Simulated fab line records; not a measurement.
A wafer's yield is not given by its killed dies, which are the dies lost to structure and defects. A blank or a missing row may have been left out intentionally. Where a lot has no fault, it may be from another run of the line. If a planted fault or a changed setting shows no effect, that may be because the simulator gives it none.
Struck lot and sound lot, side by side :: flow n5_finfet :: 37 steps out of a route of 1938
Sound: these wafers, L318.2, L318.3, L318.5. The struck wafers were L307.3, L307.4, L307.6. Last of all comes the cause.
Order at every step that has rows: each side's tool, ch and its chambers, its first start. Under that, the readings that differ: sound wafers :: struck wafers :: difference of the means :: sigmas: that difference in standard deviations of wafers without a fault.
alike: readings whose means differ by less than 2 such deviations, and words and numbers that are the same on both sides. not compared: withheld readings, readings that some wafer has no value for, bounds like >300 that may hide the same value, and numbers for which the record gives no deviation and whose values overlap.
Wherever a step has rows on one side only, a row that says differs or no value, or a row with sigmas, the two part there. Numbers that don't overlap but have no deviation are shown without sigmas and don't part them. A reading that every wafer of one side lacks parts them only if that side has two wafers or more.

first, 9 steps without rows for these wafers: N5_BEOL_M4_ANNEAL_95 (time 240 s); N5_BEOL_M4_SPUTTER_96 (material Cu, target thk 4.5 nm, time 8.29 s); N5_BEOL_M4_ECD_50 (material Cu, target thk 300 nm); N5_BEOL_M4_ANNEAL_51 (time 90 s); N5_BEOL_M4_CMP_52 (polishes, stops on SiOC, t overpolish 6.8 s, target thk 40 nm); N5_BEOL_M4_PRE_CLEAN_60 (time 15 s); N5_BEOL_M4_CO_CAP_55 (material Co, precursor CCTBA/H2, target thk 2 nm, time 102.1 s); N5_BEOL_M4_PRE_CLEAN_56 (time 15 s); N5_BEOL_M4_DEP_57 (deposits SiCN from 3MS/NH3, target thk 8 nm, time 14 s).
N5_BEOL_M4_RC_MEAS_101:
  sound on prober-02 ch 0, day 14 04:25; struck on prober-02 ch 0, day 11 10:21
  alike: DIBL_N, DIBL_P, IOFF_N, IOFF_P, ION_N, ION_P, SS_N, SS_P, VT_N, VT_P
then, 24 steps without rows for these wafers: N5_BEOL_M5_ILD_DEP_00 (deposits SiCOH lowk from DEMS/porogen, target thk 140.64 nm, time 25.9 s); N5_BEOL_M5_CURE_79 (cures SiCOH lowk, time 240 s); N5_BEOL_M5_PECVD_70 (deposits SiO2 from TEOS/O2, target thk 16 nm, time 18 s); N5_BEOL_M5_HM_DEP_02 (deposits TiN, target thk 20 nm); N5_BEOL_M5_COAT_59 (time 60 s, resist thk 60 nm); N5_BEOL_M5_COAT_60 (time 60 s, resist thk 12 nm); N5_BEOL_M5_COAT_71 (time 60 s, resist thk 5 nm); N5_BEOL_M5_COAT_05 (resist thk 30 nm); N5_BEOL_M5_EBR_07; N5_BEOL_M5_SOFTBAKE_06 (time 60 s); N5_BEOL_M5_EXPOSE_08 (exposes mask M5, target cd 28 nm); N5_BEOL_M5_PEB_09 (peb time 60 s); N5_BEOL_M5_DEVELOP_10 (develop time 30 s); N5_BEOL_M5_DESCUM_16 (chemistry O2, time 7 s); N5_BEOL_M5_ETCH_72 (etches underlayer in N2/H2, target depth 6.5 nm, time 5.2 s); N5_BEOL_M5_ETCH_61 (etches SiARC in CF4, target depth 15.6 nm, time 26 s); N5_BEOL_M5_ETCH_62 (etches SOC in N2/H2, target depth 75 nm, overetch 15 nm, time 112.5 s); N5_BEOL_M5_STRIP_63 (strips in N2/H2); N5_BEOL_M5_STRIP_73 (strips in N2/H2); N5_BEOL_M5_STRIP_64 (strips in CF4); N5_BEOL_M5_HM_OPEN_17 (chemistry Cl2/BCl3, target TiN, target depth 20 nm, overetch 6 nm); N5_BEOL_M5_STRIP_19 (strips in O2); N5_BEOL_M5_COAT_65 (time 60 s, resist thk 60 nm); N5_BEOL_M5_COAT_66 (time 60 s, resist thk 12 nm).
-- a jump in the record: the struck wafers' starts before and after are 3 days apart (it breaks off in module BEOL_M5 and resumes in module BEOL_M13, where the first step shown is number 1706 of the route) --
N5_BEOL_M13_SPUTTER_44: material Ta, target thk 10 nm, time 16.13 s.
  sound on pvd_sputter-02, day 17 19:53; struck on pvd_sputter-02, day 14 04:02
  no value came back on the struck wafers for bias_v (V), cathode_dc_power_W (W), substrate_temp_c (C), throttle_valve_pct (%); on the sound wafers bias_v (V) reads 78.7 78.9 80.1
N5_BEOL_M13_CMP_49: polishes, stops on SiOC, t overpolish 17.1 s, target thk 420 nm.
  sound on cmp-01 ch 1,3, day 17 20:38; struck on cmp-04 ch 0,2,3, day 14 04:46
reading: barrier_field_endpoint_s (s)
sound: 30.4 30.1 29.7
struck: 19.3 18.1 18.7
difference: -11.4
sigmas: -13

reading: model.Cu_of_BEOL_M13_ECD_47.thk_nm (nm)
sound: 416.8 415.6 420.4
struck: 432 433.6 437.6
difference: +17
sigmas: 
  alike: head_pressure_psi, motor_current_A, slurry_flow_ml_min
N5_PASSIVATION_PROBE_49:
  only the struck wafers here have rows in the record (prober-01, day 15 10:23); the sound ones have none

WHERE THEY PART
Last at N5_PASSIVATION_PROBE_49 as far as this record goes, first at N5_BEOL_M13_SPUTTER_44.

WHY: what the simulator had put in
Entire step skipped (pvd_sputter-02, N5_BEOL_M13_SPUTTER_44), from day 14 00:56 onward. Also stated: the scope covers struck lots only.
